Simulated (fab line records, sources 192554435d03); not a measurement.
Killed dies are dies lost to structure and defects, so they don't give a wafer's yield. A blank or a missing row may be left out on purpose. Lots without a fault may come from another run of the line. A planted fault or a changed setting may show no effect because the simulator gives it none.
Which tool did it? | flow n5_finfet | 6 lots, 17 wafers sampled, at 2 steps of a route of 1938

WHAT THE GAUGES READ, wafer by wafer
N5_BEOL_M6_CD_MEAS_35: target cd 40 nm, target cd y 28 nm.
lot  | measured     | on        | cd_nm (nm)
L376 | day 10 06:21 | cd_sem-03 | 40.1 38.8 39.2
L380 | day 11 02:45 | cd_sem-02 | 40.0 40.1 39.7
L386 | day 12 09:35 | cd_sem-03 | 39.8 40.4 39.2
L385 | day 12 14:26 | cd_sem-03 | 39.8 39.7 39.5
L389 | day 13 11:28 | cd_sem-03 | 39.3 39.4
L396 | day 15 19:10 | cd_sem-01 | 39.8 39.7 39.2

WHICH TOOL RAN EACH LOT (tool, then ch and the chambers of the sampled wafers, then the start)
lot  | N5_BEOL_M6_STRIP_80
L376 | rie_diel-04 ch 0,3, day 10 06:21 or earlier
L380 | rie_diel-02 ch 1,2, day 11 02:45 or earlier
L386 | rie_diel-05 ch 0,3, day 12 09:35 or earlier
L385 | rie_diel-02 ch 0,2, day 12 14:26 or earlier
L389 | rie_diel-02 ch 0,1, day 13 11:28 or earlier
L396 | rie_diel-04 ch 0,2,3, day 15 19:10 or earlier
- N5_BEOL_M6_STRIP_80: strips in N2/H2, time 10 s.

THE ANSWER, worked out from the rows above alone
Rule: what is usual is taken from the lots themselves. Put in order of their means at a reading, lots are off if they are a third of the lots or fewer, leave a main group of 4 or more, and stand apart from it by a gap of 3 or more times the standard deviation of the main group's means; of several such gaps the widest counts. A main group whose means are all the same, to the digits that the tables above print for the reading, isn't used. A lot without any number at a reading at which 4 lots or more have one is off too. The other lots that the step has rows for count as sound.
No lot is off at any reading shown: from this, nothing can be told.

WHAT THE SIMULATOR HAD PUT IN
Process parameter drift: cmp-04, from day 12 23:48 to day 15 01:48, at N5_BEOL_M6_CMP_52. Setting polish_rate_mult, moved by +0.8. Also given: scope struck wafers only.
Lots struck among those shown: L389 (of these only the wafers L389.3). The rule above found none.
